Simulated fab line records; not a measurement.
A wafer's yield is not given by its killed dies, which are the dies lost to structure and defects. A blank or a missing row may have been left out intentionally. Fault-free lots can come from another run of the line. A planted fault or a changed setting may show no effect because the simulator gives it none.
Which of the tools did it? ; flow nand harc ; 6 lots, 18 wafers sampled, at 3 steps of a route of 1159

WHAT THE GAUGES SHOWED, per wafer
NHARC_A_CONTACT_INSPECT_71.
lot;measured;on;raw defect count
L817;day 16 20:15;defect inspect-01;6 14 11
L818;day 17 20:56;defect inspect-02;443 471 480
L830;day 20 07:05;defect inspect-02;10 14 15
L832;day 20 16:53;defect inspect-02;12 9 12
L837;day 21 20:37;defect inspect-01;31 33 35
L838;day 22 03:50;defect inspect-01;30 48 40

EACH LOT AND THE TOOL THAT RAN IT (in order: tool; ch and the chambers of the sampled wafers; start)
lot;NHARC_A_CONTACT_ETCH_121;NHARC_A_CONTACT_DEP_57
L817;har cap etch-02 ch 0,1, day 16 14:26;acl dep-03 ch 0, day 16 17:57
L818;har cap etch-03 ch 0,1, day 17 13:12;acl dep-03 ch 0, day 17 19:00
L830;har cap etch-01 ch 0,1, day 20 00:16;acl dep-02 ch 0, day 20 04:53
L832;har cap etch-02 ch 0,1, day 20 12:08;acl dep-02 ch 0, day 20 14:17
L837;har cap etch-01 ch 0,1, day 21 14:56;acl dep-01 ch 0, day 21 18:01
L838;har cap etch-02 ch 0,1, day 21 23:16;acl dep-01 ch 0, day 22 01:31
- NHARC_A_CONTACT_ETCH_121: etches the open film in C4F8/O2/Ar, time 94 s, target depth 922 nm.
- NHARC_A_CONTACT_DEP_57: deposits aC, target thk 2800 nm.

THE ANSWER, worked out from the rows above alone
Rule: usual is defined by the lots themselves. Put in order of their means at a reading, lots are off if they are a third of the lots or fewer, leave a main group of 4 or more, and stand apart from it by a gap of 3 or more times the standard deviation of the main group's means; of several such gaps the widest counts. If all means in a main group match to the digits the tables above print for the reading, that group is not used. A lot without any number at a reading at which 4 lots or more have one is off too. The other lots that the step has rows for count as sound.
Off, at NHARC_A_CONTACT_INSPECT_71 on raw defect count: L818. Mean 21 and standard deviation 12 in the main group.
A tool fits if, at a process step before that reading, it ran every lot that is off, and no sound lot after the first of them. Gauges at NHARC_A_CONTACT_INSPECT_71: tried the same way as those tools. Can't be told from this: 2 tools fit, har cap etch-03 at NHARC_A_CONTACT_ETCH_121, acl dep-03 at NHARC_A_CONTACT_DEP_57.

WHAT THE SIMULATOR PUT IN
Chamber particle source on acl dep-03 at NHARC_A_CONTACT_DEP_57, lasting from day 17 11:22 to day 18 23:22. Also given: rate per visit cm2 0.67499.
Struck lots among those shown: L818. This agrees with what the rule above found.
